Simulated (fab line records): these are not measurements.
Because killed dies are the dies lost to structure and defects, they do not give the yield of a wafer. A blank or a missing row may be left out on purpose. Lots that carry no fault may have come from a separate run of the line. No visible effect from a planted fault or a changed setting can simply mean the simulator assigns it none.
3 desks, one fault | flow n5Finfet | only its own numbers are on each desk; what lay behind them is given at the end

## THE DEFECT DESK
What the inspections along the route counted, lot by lot: means of the sampled wafers that have a number. Marked OUT: a lot whose mean sits more than 4 standard deviations from the usual mean, which makes it out of limits; the brackets give that distance.
Columns: A = rawDefectCount at N5_HKMG_FIN_INSPECT_28, usual 40
lot  | first seen here | A
L958 | day 4 11:34     | 18
L960 | day 4 22:49     | 36
L964 | day 5 21:46     | 45
L972 | day 8 00:14     | 22
L977 | day 9 01:30     | 33
L979 | day 9 19:06     | 24
This desk's verdict: no lot among the 6 shows anything out of limits.

## DESK OF THE TOOL OWNER: rieMetal-03
The tool's own readings at N5_GATE_CUT_ETCH_56 (etches TiN in Cl2/Ar, target depth 21.6 nm): means of the sampled wafers that have a number, for each lot that ran on this tool. Marked OUT: a lot whose mean sits more than 4 standard deviations from the usual mean, which makes it out of limits; the brackets give that distance.
Columns: A = chamberPressureMTorr at N5_GATE_CUT_ETCH_56, usual 10.001 mTorr; B = drypumpMotorCurrentA at N5_GATE_CUT_ETCH_56, usual 5.4 A; C = mfcArSccm at N5_GATE_CUT_ETCH_56, usual 59.97 sccm; D = mfcCl2Sccm at N5_GATE_CUT_ETCH_56, usual 40.01 sccm; E = oesProductAu at N5_GATE_CUT_ETCH_56, usual 0.72 a.u.; F = throttleValvePct at N5_GATE_CUT_ETCH_56, usual 20.97 %
lot  | first seen here | A      | B   | C     | D                       | E    | F
L960 | day 4 22:58     | 9.992  | 5.2 | 59.91 | 39.96                   | 0.72 | 21.07
L972 | day 8 00:23     | 9.999  | 5.2 | 59.96 | 53.38 (+99 or more) OUT | 0.72 | 22.69 (+6.6) OUT
L977 | day 9 01:39     | 10.002 | 5.1 | 60.13 | 53.54 (+99 or more) OUT | 0.71 | 22.50 (+5.9) OUT
This desk's verdict: out of limits on L972, L977, starting with L972 at day 8 00:23 (mfcCl2Sccm at N5_GATE_CUT_ETCH_56). L960 stayed within limits.

## AT THE METROLOGY DESK
Lot by lot, what the gauges showed, no matter which tool ran the lot: averages of those sampled wafers that carry a number. Marked OUT: a lot whose mean sits more than 4 standard deviations from the usual mean, which makes it out of limits; the brackets give that distance. It has 10 readings; the 7 that lie furthest out on some lot are the ones shown.
Columns: A = DIBL_N at N5_BEOL_M4_RC_MEAS_101, usual 36.6 mV/V; B = DIBL_P at N5_BEOL_M4_RC_MEAS_101, usual 36.7 mV/V; C = IOFF_N at N5_BEOL_M4_RC_MEAS_101, usual 0.16 nA/um; D = ION_N at N5_BEOL_M4_RC_MEAS_101, usual 672 uA/um; E = SS_N at N5_BEOL_M4_RC_MEAS_101, usual 71.6 mV/dec; F = SS_P at N5_BEOL_M4_RC_MEAS_101, usual 73.5 mV/dec; G = VT_P at N5_BEOL_M4_RC_MEAS_101, usual -250 mV
lot  | first seen here | A    | B    | C    | D   | E    | F    | G
L958 | day 9 11:01     | 35.5 | 35.2 | 0.14 | 659 | 70.9 | 73.4 | -249
L960 | day 10 02:13    | 34.5 | 34.1 | 0.13 | 663 | 70.5 | 72.7 | -247
L964 | day 10 10:37    | 35.6 | 36.0 | 0.16 | 676 | 71.6 | 73.8 | -250
L972 | day 12 15:35    | 36.2 | 37.3 | 0.15 | 671 | 71.6 | 73.4 | -250
L977 | day 13 08:58    | 35.3 | 35.5 | 0.14 | 672 | 71.2 | 73.1 | -251
L979 | day 14 14:28    | 37.7 | 36.2 | 0.17 | 675 | 72.1 | 72.6 | -250
This desk's verdict: no lot among the 6 shows anything out of limits.

## TAKEN TOGETHER
The tool owner's desk could have raised an alarm at day 8 00:23, on L972, L977.
No out-of-limits result turned up at the defect desk.
Metrology desk: nothing out of limits seen.
The defect desk has L972, L977 on record, within its limits.
The metrology desk has L972, L977 on record, within its limits.
Every lot named ran N5_GATE_CUT_ETCH_56 on rieMetal-03.

## WHAT WAS PUT IN BY THE SIMULATOR
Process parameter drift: rieMetal-03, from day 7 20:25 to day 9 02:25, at N5_GATE_CUT_ETCH_56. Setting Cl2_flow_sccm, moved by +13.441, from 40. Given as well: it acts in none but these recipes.
Shown lots that were struck: L972, L977.
Delay in hours, fault start to first out-of-limits reading, by desk: the tool owner's desk at 4.
